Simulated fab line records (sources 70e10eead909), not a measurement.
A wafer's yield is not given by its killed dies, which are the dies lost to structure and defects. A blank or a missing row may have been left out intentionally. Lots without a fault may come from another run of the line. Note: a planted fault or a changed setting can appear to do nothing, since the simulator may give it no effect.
What tool caused it? -- flow nand harc -- 42 wafers from 14 lots sampled at 5 of the route's 1159 steps

WHAT THE GAUGES SHOWED, per wafer
NHARC_P_M0_THK_MEAS_24: measures by xrf.
lot,measured,on,thk nm (nm)
L776,day 5 22:44,film metro-02,114.3 115.0 117.3
L778,day 6 16:47,film metro-02,115.9 114.6 119.6
L779,day 6 17:07,film metro-02,118.6 117.4 118.7
L781,day 6 19:48,film metro-01,117.4 118.1 118.2
L782,day 7 12:18,film metro-02,119.6 118.1 119.1
L785,day 8 04:31,film metro-02,396.4 394.7 392.1
L783,day 8 05:28,film metro-02,397.9 403.9 411.0
L794,day 10 06:28,film metro-02,117.8 115.4 117.4
L793,day 10 09:05,film metro-02,116.0 116.8 118.7
L795,day 10 14:23,film metro-02,117.1 118.2 117.3
L797,day 11 02:34,film metro-02,119.2 115.2 117.0
L796,day 11 02:20,film metro-01,119.3 118.7 117.5
L799,day 11 10:26,film metro-01,115.4 115.9 119.1
L798,day 11 12:10,film metro-02,117.0 116.4 115.6

WHICH TOOL RAN EACH LOT (tool, then ch and the chambers of the sampled wafers, then the start)
lot,NHARC_P_CONTACT_ALD_22,NHARC_P_M0_DEGAS_28,NHARC_P_M0_ANNEAL_30,NHARC_P_M0_CMP_23
L776,"ald metal-04 ch 0,1,2, day 5 15:56","pvd sputter-03, day 5 21:20","rtp anneal-01 ch 0, day 5 22:13","cmp-01 ch 0,2,3, day 5 22:28"
L778,"ald metal-03 ch 0,1,2, day 6 11:58","pvd sputter-02, day 6 15:23","rtp anneal-02 ch 0, day 6 16:07","cmp-01 ch 0,1,3, day 6 16:29"
L779,"ald metal-02 ch 2,3, day 6 12:15","pvd sputter-01, day 6 15:44","rtp anneal-01 ch 0, day 6 16:28","cmp-04 ch 0,1,3, day 6 16:49"
L781,"ald metal-04 ch 0,1,3, day 6 15:00","pvd sputter-02, day 6 18:19","rtp anneal-02 ch 0, day 6 19:10","cmp-04 ch 0,1,2, day 6 19:32"
L782,"ald metal-04 ch 0,3, day 7 07:47","pvd sputter-01, day 7 10:54","rtp anneal-01 ch 0, day 7 11:44","cmp-04 ch 0,3, day 7 12:01"
L785,"ald metal-02 ch 0,1, day 7 23:54","pvd sputter-03, day 8 03:04","rtp anneal-01 ch 0, day 8 03:50","cmp-01 ch 1,2, day 8 04:11"
L783,"ald metal-04 ch 0,2,3, day 8 00:56","pvd sputter-01, day 8 04:02","rtp anneal-01 ch 0, day 8 04:51","cmp-04 ch 0,2, day 8 05:10"
L794,"ald metal-02 ch 0,2,3, day 10 01:46","pvd sputter-03, day 10 05:03","rtp anneal-02 ch 0, day 10 05:51","cmp-04 ch 0,1,3, day 10 06:08"
L793,"ald metal-04 ch 1,2,3, day 10 04:16","pvd sputter-01, day 10 07:27","rtp anneal-01 ch 0, day 10 08:31","cmp-01 ch 1,2,3, day 10 08:47"
L795,"ald metal-02 ch 2,3, day 10 09:32","pvd sputter-02, day 10 12:43","rtp anneal-01 ch 0, day 10 13:43","cmp-04 ch 2,3, day 10 14:04"
L797,"ald metal-03 ch 0,1,3, day 10 18:28","pvd sputter-01, day 11 01:05","rtp anneal-01 ch 0, day 11 01:54","cmp-03 ch 0,2,3, day 11 02:15"
L796,"ald metal-02 ch 1,2,3, day 10 19:05","pvd sputter-02, day 11 00:56","rtp anneal-02 ch 0, day 11 01:40","cmp-04 ch 0,1,3, day 11 02:01"
L799,"ald metal-03 ch 1,3, day 11 03:53","pvd sputter-01, day 11 08:54","rtp anneal-01 ch 0, day 11 09:50","cmp-03 ch 0,1, day 11 10:08"
L798,"ald metal-02 ch 0,1, day 11 07:30","pvd sputter-03, day 11 10:46","rtp anneal-01 ch 0, day 11 11:34","cmp-03 ch 0,2,3, day 11 11:53"
- NHARC_P_CONTACT_ALD_22: deposits TiN, target thk 3 nm, pulse time 1 s, ald cycles 150.
- NHARC_P_M0_DEGAS_28: time 60 s.
- NHARC_P_M0_ANNEAL_30: time 90 s.
- NHARC_P_M0_CMP_23: polishes, t overpolish 20 s, target thk 117.53 nm.

AS READ BY THE TOOLS THEMSELVES (means over the sampled wafers that have a number; for cases with no such wafer, the mark the record gives instead)
NHARC_P_CONTACT_ALD_22.
lot,tool,heater power w (W),precursor pulse height rel
L776,ald metal-04,1037,1.000
L778,ald metal-03,1202,0.991
L779,ald metal-02,1176,0.993
L781,ald metal-04,1070,1.003
L782,ald metal-04,1084,0.984
L785,ald metal-02,1149,1.014
L783,ald metal-04,1036,1.005
L794,ald metal-02,1141,0.991
L793,ald metal-04,1018,0.988
L795,ald metal-02,1158,1.000
L797,ald metal-03,1178,0.981
L796,ald metal-02,1181,1.001
L799,ald metal-03,1091,1.003
L798,ald metal-02,1120,1.006

NHARC_P_M0_DEGAS_28.
lot,tool,heater power w (W)
L776,pvd sputter-03,338
L778,pvd sputter-02,315
L779,pvd sputter-01,330
L781,pvd sputter-02,317
L782,pvd sputter-01,324
L785,pvd sputter-03,306
L783,pvd sputter-01,324
L794,pvd sputter-03,322
L793,pvd sputter-01,308
L795,pvd sputter-02,335
L797,pvd sputter-01,336
L796,pvd sputter-02,328
L799,pvd sputter-01,320
L798,pvd sputter-03,321

NHARC_P_M0_ANNEAL_30.
lot,tool,wafer_temp_C_max
L776,rtp anneal-01,225.98
L778,rtp anneal-02,226.42
L779,rtp anneal-01,225.99
L781,rtp anneal-02,226.14
L782,rtp anneal-01,225.74
L785,rtp anneal-01,226.29
L783,rtp anneal-01,226.07
L794,rtp anneal-02,226.48
L793,rtp anneal-01,225.99
L795,rtp anneal-01,226.00
L797,rtp anneal-01,225.91
L796,rtp anneal-02,226.23
L799,rtp anneal-01,225.85
L798,rtp anneal-01,226.04

NHARC_P_M0_CMP_23.
lot,tool,edge zone pressure frac,motor current A (A),time to endpoint s (s)
L776,cmp-01,1.003,12.6,26.6
L778,cmp-01,1.004,12.4,23.9
L779,cmp-04,1.001,12.1,29.2
L781,cmp-04,1.001,12.0,30.8
L782,cmp-04,1.001,12.3,31.7
L785,cmp-01,-,-,-
L783,cmp-04,-,-,-
L794,cmp-04,0.999,12.2,30.7
L793,cmp-01,0.998,12.3,27.4
L795,cmp-04,0.999,11.2,31.7
L797,cmp-03,1.001,12.2,26.9
L796,cmp-04,1.004,11.7,29.7
L799,cmp-03,1.003,13.4,27.6
L798,cmp-03,0.999,12.1,27.8

THE ANSWER, worked out from the rows above alone
Rule: usual is defined by the lots themselves. The widest of any qualifying gaps counts: lots, ordered by their means at a reading, are off when they make up no more than a third of the lots, leave a main group of 4 or more, and stand apart from it by 3 or more times the standard deviation of that group's means. The tables above print the reading to a certain number of digits; a main group whose means all agree to those digits is not used. Also off: a lot with no number at a reading for which 4 or more lots have one. Any other lot the step has rows for is counted as sound. After the gauges, taken in route order, come the tools' own readings; for these a lot's mean is taken, as printed above. The first step at which some lot is off is used, and at that step the reading that is off furthest; a lot without a number counts as furthest.
Off, at NHARC_P_M0_THK_MEAS_24 on thk nm: L785, L783. For the main group the mean is 117.3 nm and the standard deviation 0.93.
A tool fits if, at a process step before that reading, it ran every lot that is off, and no sound lot after the first of them. Not tried: the gauges at NHARC_P_M0_THK_MEAS_24; whatever is off there is also off at NHARC_P_M0_CMP_23, on other tools, and gauge error can't account for it. No candidate that was tried fits.

WHAT THE SIMULATOR HAD PUT IN
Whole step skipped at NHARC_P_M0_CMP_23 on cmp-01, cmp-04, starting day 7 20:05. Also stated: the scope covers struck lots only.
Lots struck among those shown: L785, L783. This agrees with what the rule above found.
